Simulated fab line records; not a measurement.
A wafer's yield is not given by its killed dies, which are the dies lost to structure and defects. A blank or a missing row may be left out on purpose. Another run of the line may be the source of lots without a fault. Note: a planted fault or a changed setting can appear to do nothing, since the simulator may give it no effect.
fab line records	flow n5-finfet
[record] lots = 24	wafers = 72	last-day = 18
route steps=1938 shown DUMMY_GATE@237 SD_EPI_N@282 SD_EPI_P@305 SDB@358
lots with no fault: from the same line, run without faults
start-h: hours from the record's opening day to when the first of the lot's shown wafers began	wait-h: hours from the lot's prior step to this one	" same as the row above	L1.1+2: a row that stands for several wafers	- value missing, or start not given	* or withheld: withheld	< > ~ a bound
route shown NAME@n: names a module that has steps shown in the file, with the first one's number in the route	usual: mean/standard deviation of fault-free wafers	same: alike in all rows	chamber/n: place in a boat	sites: the reading at each site	_std_site: their standard deviation	_edge_site: mean of outer sites minus mean of inner sites	radius-mm: for every site, how far away it sits from the centre of the wafer	mask NAME#n: copy n	behind: the tool/chamber that last shaped the wafer	hold: reason for holding the lot/hours on hold/outcome of the hold	device: which transistor (n, p or np) failed to switch	end of line: tests of these same wafers at the route's end	a step given without rows: its recipe and nothing more	killed: the dies lost at the first sort to structure and to defects; this is not the yield of the wafer	map: a wafer's dies, marking killed ones x, the rest . and places with no die _
set.NAME: the run value of the setting; set.NAME@STEP: its run value at that earlier step	model.NAME: the simulator's own value behind a step, which no gauge read
one table for each step of the route and one row for each wafer, over a sample of lots
services: from which hour (start-h, from the record's first day; less than 0 if before it) a tool's chamber was out of use, for how many hours, and why
[[steps]]
[step N5_DUMMY_GATE_ETCH_37]
[recipe] chemistry = N2/H2	target = SOC	target-depth-a = 600	overetch-a = 300	temp-c = 40	ion-energy-ev = 200	pressure-mtorr = 30	source-w = 840	bias-w = 150	n2-flow-sccm = 200	h2-flow-sccm = 200
[usual] drypump-motor-current-A = 5.7/0.45	oes-product-au = 0.60/0.066	rf-vpp-V = 523.5/2.4	showerhead-plenum-p-Torr = 2.54/0.082	throttle-valve-pct = 17.76/0.27
lot.wafer	tool	chamber	start-h	wait-h	drypump-motor-current-A	oes-product-au	rf-hours-counter-h	rf-vpp-V	showerhead-plenum-p-Torr	throttle-valve-pct
L074.2	rie-diel-04	3	47.71	0.0	5.2	0.57	167	520.1	2.43	17.59
L074.5	"	3	"	"	5.2	0.57	-	522.1	2.43	17.61
L074.6	"	2	"	"	6.2	0.76	-	524.2	2.60	17.26
L075.3	rie-diel-03	1	52.51	0.0	6.4	0.57	200	524.8	2.62	18.15
L075.4	"	2	"	"	5.1	0.55	222	526.9	2.63	17.82
L075.6	"	1	"	"	6.3	0.57	-	524.9	2.62	18.17
L076.1	rie-diel-01	0	59.21	0.0	5.0	0.56	225	522.2	2.52	17.97
L076.3	"	3	"	"	5.6	0.63	112	527.6	2.68	17.66
L076.5	"	1	"	"	5.8	0.71	-	521.9	2.50	17.53
L077.1	rie-diel-01	3	65.34	0.0	5.6	0.63	114	527.2	2.67	17.68
L077.2	"	2	"	"	5.2	0.65	97	521.2	2.46	17.62
L077.3	"	0	"	"	5.0	0.56	227	521.6	2.52	17.96
L078.1	rie-diel-04	3	73.03	0.0	5.2	0.57	174	521.5	2.43	17.61
L078.5	"	0	"	"	5.8	0.56	-	524.4	2.52	18.13
L078.6	"	1	"	"	5.7	0.62	-	519.5	2.35	17.48
L079.3	rie-diel-04	3	76.07	0.0	5.1	0.57	174	519.1	2.43	17.61
L079.5	"	2	"	"	6.2	0.74	-	524.8	2.59	17.26
L079.6	"	1	"	"	5.7	0.62	-	518.3	2.35	17.48
L080.3	rie-diel-01	2	81.99	0.0	5.2	0.64	102	522.0	2.45	17.65
L080.4	"	0	"	"	4.9	0.55	231	524.0	2.52	17.99
L080.6	"	2	"	"	5.2	0.64	-	521.3	2.45	17.64
L081.3	rie-diel-03	3	87.77	0.0	5.7	0.56	208	523.8	2.53	18.01
L081.4	"	1	"	"	6.3	0.57	211	528.0	2.62	18.18
L081.5	"	3	"	"	5.7	0.55	-	524.8	2.53	18.03
L082.2	rie-diel-03	1	93.52	0.0	6.3	0.57	212	526.3	2.62	18.20
L082.3	"	2	"	"	5.0	0.55	234	524.1	2.62	17.86
L082.6	"	1	"	"	6.3	0.57	-	526.9	2.62	18.17
L083.2	rie-diel-03	2	100.02	0.0	5.0	0.55	235	526.1	2.62	17.83
L083.5	"	0	"	"	6.1	0.55	-	523.6	2.51	17.53
L083.6	"	1	"	"	6.3	0.57	-	526.4	2.62	18.18
L084.1	rie-diel-03	3	107.65	0.0	5.7	0.55	213	524.7	2.53	18.02
L084.3	"	1	"	"	6.4	0.56	217	525.5	2.62	18.19
L084.5	"	0	"	"	6.0	0.55	-	523.2	2.51	17.54
L085.1	rie-diel-01	2	118.05	0.0	5.2	0.64	112	521.2	2.45	17.66
L085.3	"	3	"	"	5.6	0.62	130	527.5	2.67	17.70
L085.4	"	1	"	"	5.8	0.69	55	521.0	2.49	17.55
L086.2	rie-diel-03	2	128.82	0.0	5.1	0.54	245	525.5	2.62	17.85
L086.4	"	1	"	"	6.3	0.56	225	526.5	2.61	18.22
L086.5	"	3	"	"	5.7	0.55	-	523.4	2.53	18.05
L087.1	rie-diel-03	3	131.83	0.0	5.7	0.55	221	521.9	2.53	18.05
L087.4	"	0	"	"	6.0	0.55	223	523.2	2.50	17.57
L087.5	"	2	"	"	5.0	0.54	-	526.6	2.62	17.85
L088.2	rie-diel-03	0	135.55	0.0	6.0	0.55	224	523.0	2.50	17.57
L088.5	"	3	"	"	5.7	0.55	-	521.8	2.53	18.06
L088.6	"	2	"	"	5.0	0.54	-	527.4	2.62	17.86
L089.1	rie-diel-01	0	139.58	0.0	5.0	0.54	248	523.5	2.51	18.02
L089.4	"	3	"	"	5.6	0.61	137	528.1	2.66	17.72
L089.6	"	0	"	"	5.0	0.54	-	522.6	2.51	18.00
L090.2	rie-diel-01	2	150.30	0.0	5.2	0.63	123	520.7	2.44	17.67
L090.4	"	1	"	"	5.8	0.68	-	521.5	2.49	17.56
L090.5	"	3	"	"	5.6	0.61	-	528.2	2.66	17.74
L091.2	rie-diel-04	2	154.18	0.0	6.2	0.70	41	524.7	2.58	17.33
L091.5	"	2	"	"	6.2	0.70	-	525.8	2.58	17.31
L091.6	"	3	"	"	5.2	0.55	-	521.2	2.42	17.64
L092.4	rie-diel-04	1	154.80	0.0	5.7	0.61	133	518.2	2.34	17.52
L092.5	"	2	"	"	6.2	0.70	-	525.2	2.58	17.32
L092.6	"	1	"	"	5.8	0.61	-	517.9	2.34	17.53
L093.1	rie-diel-03	0	162.09	0.0	6.0	0.54	234	524.3	2.50	17.57
L093.2	"	3	"	"	5.7	0.54	232	522.2	2.52	18.08
L093.6	"	3	"	"	5.7	0.54	-	522.8	2.52	18.06
L094.1	rie-diel-03	0	165.98	0.0	6.1	0.54	235	521.7	2.50	17.60
L094.4	"	1	"	"	6.4	0.55	238	525.5	2.61	18.23
L094.5	"	3	"	"	5.7	0.54	-	522.8	2.52	18.07
L095.1	rie-diel-03	2	173.15	0.0	5.0	0.76	2	524.9	2.61	17.42
L095.3	"	3	"	"	5.7	0.54	236	523.7	2.52	18.07
L095.4	"	0	"	"	6.0	0.54	237	522.7	2.50	17.58
L096.3	rie-diel-01	0	177.62	0.0	4.9	0.76	4	522.5	2.51	17.51
L096.4	"	1	"	"	5.8	0.67	75	522.5	2.48	17.60
L096.6	"	0	"	"	4.9	0.76	-	522.0	2.51	17.49
L097.2	rie-diel-01	3	190.91	0.0	5.6	0.61	154	527.1	2.66	17.74
L097.3	"	2	"	"	5.2	0.61	136	521.1	2.44	17.69
L097.5	"	3	"	"	5.6	0.60	-	526.9	2.66	17.73
[step N5_SD_EPI_N_STRIP_38]
[recipe] chemistry = N2/H2	power-w = 1000	temp-c = 250	h2-frac = 0.65	overash-fraction = 0.3	pressure-mtorr = withheld	n2-flow-sccm = 1750	h2-flow-sccm = 3250
[usual] drypump-motor-current-A = 5.35/0.22	heater-power-w = 307/24	oes-product-au = 0.761/0.011
lot.wafer	tool	chamber	start-h	wait-h	drypump-motor-current-A	heater-power-w	oes-product-au	rf-hours-counter-h
L074.2	plasma-asher-01	0	50.60	0.1	5.66	284	0.785	39
L074.5	"	1	"	"	5.32	342	0.755	-
L074.6	"	0	"	"	5.60	273	0.791	-
L075.3	plasma-asher-01	0	55.45	0.1	5.64	281	0.758	-
L075.4	"	1	"	"	5.33	340	0.756	-
L075.6	"	0	"	"	5.64	271	0.778	-
L076.1	plasma-asher-01	1	62.20	0.1	5.34	335	0.773	41
L076.3	"	1	"	"	5.35	334	0.750	-
L076.5	"	1	"	"	5.35	341	0.780	-
L077.1	plasma-asher-02	0	68.17	0.1	4.99	319	0.765	80
L077.2	"	1	"	"	5.37	294	0.749	80
L077.3	"	1	"	"	5.36	288	0.774	-
L078.1	plasma-asher-02	0	75.93	0.1	5.00	317	0.748	82
L078.5	"	1	"	"	5.33	290	0.761	-
L078.6	"	0	"	"	5.00	320	0.755	-
L079.3	plasma-asher-01	0	79.19	0.1	5.60	276	0.775	-
L079.5	"	1	"	"	5.36	336	0.759	-
L079.6	"	0	"	"	5.64	289	0.762	-
L080.3	plasma-asher-01	1	84.91	0.1	5.34	342	0.770	-
L080.4	"	0	"	"	5.63	283	0.772	-
L080.6	"	0	"	"	5.63	287	0.765	-
L081.3	plasma-asher-02	1	90.54	0.1	5.34	290	0.755	-
L081.4	"	0	"	"	5.04	317	0.750	-
L081.5	"	0	"	"	5.04	319	0.761	-
L082.2	plasma-asher-01	0	96.97	0.1	5.64	282	0.758	48
L082.3	"	0	"	"	5.65	277	0.758	-
L082.6	"	0	"	"	5.59	282	0.758	-
L083.2	plasma-asher-02	0	103.44	0.1	5.00	317	0.765	87
L083.5	"	0	"	"	5.01	316	0.752	-
L083.6	"	1	"	"	5.34	297	0.757	-
L084.1	plasma-asher-01	1	111.40	0.1	5.35	344	0.749	51
L084.3	"	1	"	"	5.33	333	0.771	-
L084.5	"	0	"	"	5.65	280	0.761	-
L085.1	plasma-asher-02	0	121.26	0.1	4.98	318	0.783	91
L085.3	"	0	"	"	4.98	317	0.757	-
L085.4	"	1	"	"	5.34	294	0.750	-
L086.2	plasma-asher-01	1	131.57	0.1	5.36	336	0.788	55
L086.4	"	0	"	"	5.60	282	0.767	-
L086.5	"	0	"	"	5.64	283	0.745	-
L087.1	plasma-asher-01	1	134.82	0.1	5.33	348	0.745	55
L087.4	"	0	"	"	5.68	289	0.752	-
L087.5	"	1	"	"	5.34	340	0.757	-
L088.2	plasma-asher-02	1	138.31	0.1	5.40	294	0.768	93
L088.5	"	1	"	"	5.38	296	0.746	-
L088.6	"	0	"	"	5.01	318	0.768	-
L089.1	plasma-asher-02	0	142.88	0.1	5.01	319	0.759	94
L089.4	"	1	"	"	5.36	293	0.756	-
L089.6	"	1	"	"	5.34	297	0.746	-
L090.2	plasma-asher-02	0	153.46	0.1	5.00	314	0.770	96
L090.4	"	1	"	"	5.37	293	0.751	-
L090.5	"	1	"	"	5.38	295	0.768	-
L091.2	plasma-asher-01	0	157.08	0.1	5.62	280	0.777	59
L091.5	"	0	"	"	5.66	267	0.755	-
L091.6	"	1	"	"	5.36	332	0.771	-
L092.4	plasma-asher-01	0	157.83	0.1	5.55	277	0.759	-
L092.5	"	1	"	"	5.35	339	0.765	-
L092.6	"	0	"	"	5.59	277	0.769	-
L093.1	plasma-asher-01	0	165.60	0.1	5.61	283	0.754	60
L093.2	"	1	"	"	5.34	340	0.769	60
L093.6	"	1	"	"	5.34	344	0.759	-
L094.1	plasma-asher-02	0	168.86	0.1	5.04	321	0.775	98
L094.4	"	0	"	"	4.99	315	0.756	-
L094.5	"	0	"	"	5.04	317	0.754	-
L095.1	plasma-asher-01	0	176.14	0.1	5.61	281	0.762	61
L095.3	"	1	"	"	5.30	343	0.755	-
L095.4	"	0	"	"	5.65	285	0.757	-
L096.3	plasma-asher-02	1	180.39	0.1	5.38	291	0.757	-
L096.4	"	0	"	"	4.99	316	0.781	-
L096.6	"	0	"	"	4.99	314	0.759	-
L097.2	plasma-asher-02	0	194.06	0.1	5.01	314	0.753	106
L097.3	"	0	"	"	5.03	324	0.768	-
L097.5	"	1	"	"	5.38	297	0.757	-
[step N5_SD_EPI_N_VAPOR_ETCH_50]
[recipe] chemistry = HCl	target = Si	temp-c = 775	time-s = 54	pressure-torr = 20	mode = isotropic
[usual] throttle-valve-pct = 11.4/0.35
lot.wafer	tool	chamber	start-h	wait-h	throttle-valve-pct
L074.2	epi-rpcvd-04	0	51.36	0.3	11.9
L074.5	"	0	"	"	12.3
L074.6	"	0	"	"	12.2
L075.3	epi-rpcvd-01	0	56.27	0.2	11.1
L075.4	"	0	"	"	11.1
L075.6	"	0	"	"	11.1
L076.1	epi-rpcvd-01	0	62.91	0.3	10.9
L076.3	"	0	"	"	11.3
L076.5	"	0	"	"	11.1
L077.1	epi-rpcvd-01	0	69.02	0.4	11.2
L077.2	"	0	"	"	11.5
L077.3	"	0	"	"	11.1
L078.1	epi-rpcvd-02	0	76.92	0.5	11.4
L078.5	"	0	"	"	11.4
L078.6	"	0	"	"	11.3
L079.3	epi-rpcvd-04	0	80.07	0.3	12.1
L079.5	"	0	"	"	12.4
L079.6	"	0	"	"	12.1
L080.3	epi-rpcvd-02	0	85.99	0.4	11.3
L080.4	"	0	"	"	11.4
L080.6	"	0	"	"	11.4
L081.3	epi-rpcvd-01	0	91.31	0.2	11.4
L081.4	"	0	"	"	11.3
L081.5	"	0	"	"	11.2
L082.2	epi-rpcvd-01	0	97.73	0.3	11.2
L082.3	"	0	"	"	11.1
L082.6	"	0	"	"	11.3
L083.2	epi-rpcvd-01	0	104.18	0.3	11.0
L083.5	"	0	"	"	11.1
L083.6	"	0	"	"	11.1
L084.1	epi-rpcvd-01	0	112.41	0.5	11.3
L084.3	"	0	"	"	11.1
L084.5	"	0	"	"	11.2
L085.1	epi-rpcvd-01	0	122.27	0.5	11.1
L085.3	"	0	"	"	11.2
L085.4	"	0	"	"	10.9
L086.2	epi-rpcvd-02	0	132.31	0.3	11.5
L086.4	"	0	"	"	11.4
L086.5	"	0	"	"	11.5
L087.1	epi-rpcvd-01	0	135.65	0.4	11.2
L087.4	"	0	"	"	11.3
L087.5	"	0	"	"	11.7
L088.2	epi-rpcvd-01	0	139.18	0.4	11.2
L088.5	"	0	"	"	11.3
L088.6	"	0	"	"	11.0
L089.1	epi-rpcvd-01	0	143.75	0.4	11.1
L089.4	"	0	"	"	11.2
L089.6	"	0	"	"	11.6
L090.2	epi-rpcvd-01	0	154.36	0.4	11.4
L090.4	"	0	"	"	11.2
L090.5	"	0	"	"	11.5
L091.2	epi-rpcvd-02	0	157.82	0.3	11.6
L091.5	"	0	"	"	11.5
L091.6	"	0	"	"	11.6
L092.4	epi-rpcvd-01	0	158.76	0.3	11.5
L092.5	"	0	"	"	11.2
L092.6	"	0	"	"	11.1
L093.1	epi-rpcvd-02	0	166.31	0.3	11.6
L093.2	"	0	"	"	11.5
L093.6	"	0	"	"	11.3
L094.1	epi-rpcvd-01	0	169.69	0.4	11.4
L094.4	"	0	"	"	11.6
L094.5	"	0	"	"	11.4
L095.1	epi-rpcvd-04	0	176.97	0.4	12.0
L095.3	"	0	"	"	12.5
L095.4	"	0	"	"	12.2
L096.3	epi-rpcvd-01	0	181.29	0.3	11.4
L096.4	"	0	"	"	11.3
L096.6	"	0	"	"	11.3
L097.2	epi-rpcvd-01	0	194.93	0.4	11.2
L097.3	"	0	"	"	11.2
L097.5	"	0	"	"	11.2
[step N5_SD_EPI_P_INSPECT_11]
[recipe] mode = adi	inspect-instrument = macro
[usual] raw-defect-count = 2.0/1.4
lot.wafer	tool	chamber	start-h	wait-h	raw-defect-count
L074.2	defect-inspect-02	-	54.12	0.0	2
L074.5	"	-	"	"	0
L074.6	"	-	"	"	2
L075.3	defect-inspect-01	-	59.13	0.0	2
L075.4	"	-	"	"	0
L075.6	"	-	"	"	2
L076.1	defect-inspect-01	-	65.83	0.0	2
L076.3	"	-	"	"	3
L076.5	"	-	"	"	2
L077.1	defect-inspect-01	-	72.55	0.0	2
L077.2	"	-	"	"	2
L077.3	"	-	"	"	0
L078.1	defect-inspect-01	-	81.15	0.0	4
L078.5	"	-	"	"	1
L078.6	"	-	"	"	2
L079.3	defect-inspect-02	-	82.78	0.0	1
L079.5	"	-	"	"	1
L079.6	"	-	"	"	2
L080.3	defect-inspect-02	-	90.70	0.0	1
L080.4	"	-	"	"	2
L080.6	"	-	"	"	3
L081.3	defect-inspect-02	-	94.04	0.0	1
L081.4	"	-	"	"	1
L081.5	"	-	"	"	3
L082.2	defect-inspect-01	-	100.70	0.0	1
L082.3	"	-	"	"	3
L082.6	"	-	"	"	1
L083.2	defect-inspect-02	-	107.07	0.0	0
L083.5	"	-	"	"	2
L083.6	"	-	"	"	1
L084.1	defect-inspect-01	-	117.86	0.0	4
L084.3	"	-	"	"	2
L084.5	"	-	"	"	3
L085.1	defect-inspect-01	-	125.81	0.0	1
L085.3	"	-	"	"	4
L085.4	"	-	"	"	3
L086.2	defect-inspect-02	-	135.39	0.0	4
L086.4	"	-	"	"	2
L086.5	"	-	"	"	3
L087.1	defect-inspect-01	-	139.18	0.0	1
L087.4	"	-	"	"	6
L087.5	"	-	"	"	5
L088.2	defect-inspect-02	-	142.66	0.0	5
L088.5	"	-	"	"	2
L088.6	"	-	"	"	5
L089.1	defect-inspect-01	-	147.34	0.0	0
L089.4	"	-	"	"	0
L089.6	"	-	"	"	3
L090.2	defect-inspect-01	-	157.78	0.0	1
L090.4	"	-	"	"	1
L090.5	"	-	"	"	1
L091.2	defect-inspect-01	-	160.80	0.0	3
L091.5	"	-	"	"	1
L091.6	"	-	"	"	1
L092.4	defect-inspect-01	-	162.27	0.0	1
L092.5	"	-	"	"	6
L092.6	"	-	"	"	4
L093.1	defect-inspect-02	-	170.44	0.0	0
L093.2	"	-	"	"	2
L093.6	"	-	"	"	1
L094.1	defect-inspect-02	-	173.21	0.0	1
L094.4	"	-	"	"	4
L094.5	"	-	"	"	4
L095.1	defect-inspect-01	-	180.73	0.0	1
L095.3	"	-	"	"	7
L095.4	"	-	"	"	1
L096.3	defect-inspect-01	-	185.76	0.0	2
L096.4	"	-	"	"	2
L096.6	"	-	"	"	2
L097.2	defect-inspect-01	-	198.78	0.0	1
L097.3	"	-	"	"	4
L097.5	"	-	"	"	2
[step N5_SD_EPI_P_ETCH_47]
[recipe] chemistry = CH3F/O2	target = SiOCN	target-depth-a = 250	mask-material = SOC	ion-energy-ev = 60	bias-w = 29	pressure-mtorr = 30	source-w = 410	Ar_flow_sccm = 150	CH3F_flow_sccm = 30	O2_flow_sccm = 20
[usual] drypump-motor-current-A = 5.5/0.4	oes-product-au = 0.79/0.083	rf-vpp-V = 126.9/2.3	showerhead-plenum-p-Torr = 1.98/0.071	throttle-valve-pct = 16.19/0.2
lot.wafer	tool	chamber	start-h	wait-h	drypump-motor-current-A	oes-product-au	rf-hours-counter-h	rf-vpp-V	showerhead-plenum-p-Torr	throttle-valve-pct
L074.2	rie-diel-03	3	54.67	0.1	5.7	0.71	199	124.8	1.99	16.44
L074.5	"	2	"	"	5.0	0.70	-	131.0	2.04	16.29
L074.6	"	3	"	"	5.7	0.70	-	124.6	1.99	16.46
L075.3	rie-diel-04	2	59.68	0.1	6.2	0.95	12	126.5	2.06	15.82
L075.4	"	1	"	"	5.6	0.79	107	124.3	1.85	16.02
L075.6	"	3	"	"	5.1	0.74	-	124.8	1.92	16.22
L076.1	rie-diel-04	0	66.38	0.1	5.8	0.71	210	126.4	1.97	16.49
L076.3	"	1	"	"	5.7	0.79	110	123.3	1.85	16.04
L076.5	"	1	"	"	5.7	0.78	-	125.1	1.85	16.03
L077.1	rie-diel-01	3	73.10	0.1	5.6	0.79	117	129.8	2.10	16.12
L077.2	"	0	"	"	5.0	0.69	229	125.3	1.99	16.44
L077.3	"	1	"	"	5.8	0.90	43	122.7	1.96	16.01
L078.1	rie-diel-01	2	81.70	0.1	5.2	0.82	102	127.8	1.94	16.17
L078.5	"	0	"	"	4.9	0.69	-	126.7	1.99	16.49
L078.6	"	3	"	"	5.6	0.79	-	128.3	2.10	16.13
L079.3	rie-diel-01	3	83.34	0.1	5.6	0.79	120	129.4	2.10	16.15
L079.5	"	0	"	"	5.0	0.69	-	126.6	1.99	16.46
L079.6	"	3	"	"	5.6	0.79	-	129.7	2.10	16.15
L080.3	rie-diel-01	3	91.25	0.1	5.6	0.79	122	130.1	2.10	16.16
L080.4	"	0	"	"	4.9	0.69	234	127.3	1.99	16.46
L080.6	"	1	"	"	5.8	0.88	-	123.8	1.96	16.02
L081.3	rie-diel-04	2	94.82	0.1	6.2	0.92	23	128.6	2.06	15.86
L081.4	"	1	"	"	5.7	0.78	-	124.5	1.84	16.06
L081.5	"	3	"	"	5.2	0.71	-	124.8	1.91	16.23
L082.2	rie-diel-01	0	101.25	0.1	4.9	0.69	237	125.3	1.99	16.46
L082.3	"	2	"	"	5.2	0.81	107	129.8	1.94	16.17
L082.6	"	0	"	"	5.0	0.69	-	125.2	1.99	16.48
L083.2	rie-diel-01	3	107.62	0.1	5.6	0.78	128	129.9	2.10	16.16
L083.5	"	0	"	"	4.9	0.69	-	125.7	1.99	16.48
L083.6	"	1	"	"	5.8	0.88	-	124.3	1.96	16.03
L084.1	rie-diel-01	3	118.62	0.1	5.6	0.78	130	129.0	2.10	16.17
L084.3	"	1	"	"	5.8	0.88	55	122.7	1.96	16.03
L084.5	"	1	"	"	5.8	0.87	-	125.9	1.96	16.06
L085.1	rie-diel-01	2	126.36	0.1	5.2	0.79	115	127.6	1.93	16.20
L085.3	"	3	"	"	5.6	0.78	133	129.4	2.10	16.16
L085.4	"	1	"	"	5.7	0.88	58	123.9	1.96	16.04
L086.2	rie-diel-01	2	135.93	0.1	5.2	0.79	118	128.6	1.93	16.20
L086.4	"	1	"	"	5.8	0.88	60	123.5	1.96	16.04
L086.5	"	1	"	"	5.8	0.88	-	123.5	1.96	16.05
L087.1	rie-diel-03	3	139.73	0.1	5.7	0.69	223	123.8	1.99	16.48
L087.4	"	1	"	"	6.3	0.70	228	129.5	2.06	16.72
L087.5	"	2	"	"	5.0	0.69	-	131.2	2.03	16.33
L088.2	rie-diel-01	1	143.21	0.1	5.8	0.87	63	124.8	1.96	16.03
L088.5	"	0	"	"	5.0	0.69	-	127.0	1.98	16.50
L088.6	"	3	"	"	5.6	0.77	-	128.3	2.10	16.18
L089.1	rie-diel-01	1	148.32	0.1	5.8	0.87	65	123.6	1.96	16.06
L089.4	"	3	"	"	5.6	0.76	-	129.5	2.10	16.19
L089.6	"	2	"	"	5.2	0.79	-	128.7	1.93	16.22
L090.2	rie-diel-04	2	158.33	0.1	6.2	0.88	42	128.6	2.05	15.90
L090.4	"	1	"	"	5.7	0.76	134	126.6	1.84	16.07
L090.5	"	1	"	"	5.7	0.77	-	125.8	1.84	16.08
L091.2	rie-diel-01	0	161.35	0.1	4.9	0.96	0	127.2	1.98	15.96
L091.5	"	0	"	"	5.0	0.97	-	126.3	1.98	15.96
L091.6	"	1	"	"	5.8	0.85	-	123.9	1.96	16.07
L092.4	rie-diel-01	1	163.05	0.1	5.7	0.84	72	124.7	1.96	16.07
L092.5	"	1	"	"	5.7	0.85	-	124.7	1.95	16.07
L092.6	"	2	"	"	5.2	0.79	-	127.0	1.93	16.23
L093.1	rie-diel-03	1	170.99	0.1	6.3	0.68	239	129.3	2.06	16.73
L093.2	"	3	"	"	5.7	0.67	235	124.6	1.98	16.53
L093.6	"	2	"	"	5.0	0.97	-	133.2	2.03	15.88
L094.1	rie-diel-04	0	173.76	0.1	5.8	0.68	240	126.6	1.96	16.55
L094.4	"	2	"	"	6.2	0.87	45	129.3	2.05	15.91
L094.5	"	1	"	"	5.8	0.75	-	127.1	1.84	16.08
L095.1	rie-diel-04	1	181.28	0.1	5.7	0.76	140	124.4	1.84	16.08
L095.3	"	0	"	"	5.8	0.70	242	124.8	1.96	16.56
L095.4	"	2	"	"	6.2	0.88	48	127.2	2.05	15.91
L096.3	rie-diel-04	3	186.70	0.1	5.2	0.70	208	125.9	1.90	16.28
L096.4	"	1	"	"	5.7	0.77	142	125.6	1.84	16.11
L096.6	"	3	"	"	5.2	0.70	-	125.7	1.90	16.30
L097.2	rie-diel-01	1	199.33	0.1	5.8	0.85	79	123.4	1.95	16.08
L097.3	"	2	"	"	5.2	0.77	138	128.9	1.93	16.24
L097.5	"	1	"	"	5.8	0.85	-	125.2	1.95	16.08
[step N5_SDB_INSPECT_13]
[recipe] mode = adi	inspect-instrument = brightfield
[usual] raw-defect-count = 75/39
lot.wafer	tool	chamber	start-h	wait-h	raw-defect-count
L074.2	defect-inspect-01	-	65.76	0.0	65
L074.5	"	-	"	"	38
L074.6	"	-	"	"	61
L075.3	defect-inspect-02	-	70.32	0.0	75
L075.4	"	-	"	"	73
L075.6	"	-	"	"	62
L076.1	defect-inspect-02	-	77.13	0.0	83
L076.3	"	-	"	"	47
L076.5	"	-	"	"	64
L077.1	defect-inspect-01	-	83.94	0.0	254
L077.2	"	-	"	"	91
L077.3	"	-	"	"	200
L078.1	defect-inspect-01	-	92.51	0.0	36
L078.5	"	-	"	"	51
L078.6	"	-	"	"	90
L079.3	defect-inspect-01	-	94.82	0.0	115
L079.5	"	-	"	"	109
L079.6	"	-	"	"	125
L080.3	defect-inspect-01	-	102.47	0.0	46
L080.4	"	-	"	"	44
L080.6	"	-	"	"	97
L081.3	defect-inspect-01	-	105.91	0.0	30
L081.4	"	-	"	"	24
L081.5	"	-	"	"	41
L082.2	defect-inspect-01	-	112.18	0.0	38
L082.3	"	-	"	"	44
L082.6	"	-	"	"	43
L083.2	defect-inspect-02	-	118.85	0.0	36
L083.5	"	-	"	"	98
L083.6	"	-	"	"	33
L084.1	defect-inspect-02	-	129.40	0.0	114
L084.3	"	-	"	"	111
L084.5	"	-	"	"	49
L085.1	defect-inspect-02	-	137.40	0.0	53
L085.3	"	-	"	"	89
L085.4	"	-	"	"	59
L086.2	defect-inspect-02	-	147.54	0.0	26
L086.4	"	-	"	"	70
L086.5	"	-	"	"	45
L087.1	defect-inspect-02	-	165.02	0.0	54
L087.4	"	-	"	"	31
L087.5	"	-	"	"	106
L088.2	defect-inspect-01	-	165.18	0.0	103
L088.5	"	-	"	"	128
L088.6	"	-	"	"	83
L089.1	defect-inspect-02	-	167.23	0.0	75
L089.4	"	-	"	"	41
L089.6	"	-	"	"	94
L090.2	defect-inspect-02	-	170.98	0.0	88
L090.4	"	-	"	"	46
L090.5	"	-	"	"	119
L091.2	defect-inspect-02	-	171.98	0.0	69
L091.5	"	-	"	"	60
L091.6	"	-	"	"	104
L092.4	defect-inspect-01	-	175.35	0.0	74
L092.5	"	-	"	"	45
L092.6	"	-	"	"	37
L093.1	defect-inspect-02	-	182.68	0.0	48
L093.2	"	-	"	"	65
L093.6	"	-	"	"	49
L094.1	defect-inspect-01	-	185.84	0.0	54
L094.4	"	-	"	"	43
L094.5	"	-	"	"	118
L095.1	defect-inspect-02	-	192.97	0.0	67
L095.3	"	-	"	"	122
L095.4	"	-	"	"	62
L096.3	defect-inspect-02	-	198.33	0.0	92
L096.4	"	-	"	"	60
L096.6	"	-	"	"	108
L097.2	defect-inspect-02	-	209.96	0.0	141
L097.3	"	-	"	"	52
L097.5	"	-	"	"	39
[[services]]
tool	chamber	start-h	hours	kind
epi-rpcvd-01	-	34.14	8.1	pm
rie-diel-04	0	90.90	7.5	repair
epi-rpcvd-01	-	106.04	5.4	repair
epi-rpcvd-01	-	117.05	1.3	repair
plasma-asher-02	-	134.65	0.7	repair
rie-diel-04	1	136.39	8.7	repair
rie-diel-03	2	142.38	-	clean
rie-diel-03	2	142.38	-	consumable-replace:focus-ring
rie-diel-01	0	144.02	-	clean
rie-diel-01	0	144.02	-	consumable-replace:focus-ring
rie-diel-01	0	144.02	16.1	scheduled-down
rie-diel-01	0	144.02	16.1	vent-cycle
rie-diel-01	1	186.61	6.5	repair
plasma-asher-01	-	192.36	1.2	repair
rie-diel-04	3	198.65	1.7	repair
plasma-asher-01	-	199.12	3.6	repair
[[key]]
fault none
